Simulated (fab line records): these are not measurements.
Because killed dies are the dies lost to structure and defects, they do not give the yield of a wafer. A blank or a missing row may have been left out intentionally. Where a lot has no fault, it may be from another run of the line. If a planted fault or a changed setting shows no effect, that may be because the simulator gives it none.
Matching of chambers    flow n5_finfet    4 sister chambers for N5_HKMG_FIN_ALD_74 on ald_hk-03
The step deposits La2O3, target thk 0.5 nm, pulse time 6 s, co reactant pulse time 1 s. 4 wafers are shown with their chamber, then 7 later ones without.

== WAFERS PAIRED WITH THEIR CHAMBERS ==
wafer   chamber  heater_power_w (W)
L093.2  3        291
L093.3  0        378
L093.4  1        379
L093.5  2        343

== WAFERS MISSING THEIR CHAMBER ==
wafer   heater_power_w (W)
L093.6  291
L094.2  382
L094.3  386
L094.5  346
L096.2  344
L096.3  291
L096.6  380

== WHICH CHAMBER EACH WENT THROUGH ==
wafer   from the rows above      in truth
L093.6  3                        3
L094.2  can't be placed: 1 or 0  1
L094.3  can't be placed: 1 or 0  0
L094.5  2                        2
L096.2  2                        2
L096.3  3                        3
L096.6  can't be placed: 1 or 0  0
4 of 7 placed correctly. Can't be placed from these rows: 3 (the true chamber is among the candidates in 3). Placed wrongly: 0.
How it was worked out, from the rows above alone: a wafer's distance from a chamber is the root of the sum, over the readings, of the square of ((its reading less the chamber's mean) divided by the reading's scatter). If the next closest chamber is less than 2 further off than the closest, the wafer can't be placed; otherwise it belongs to the closest. Each chamber's mean is taken over the wafers shown for it. The scatter: with one shown wafer a chamber, the root of the mean of the squares of how far each hidden wafer lies from its nearest shown one.
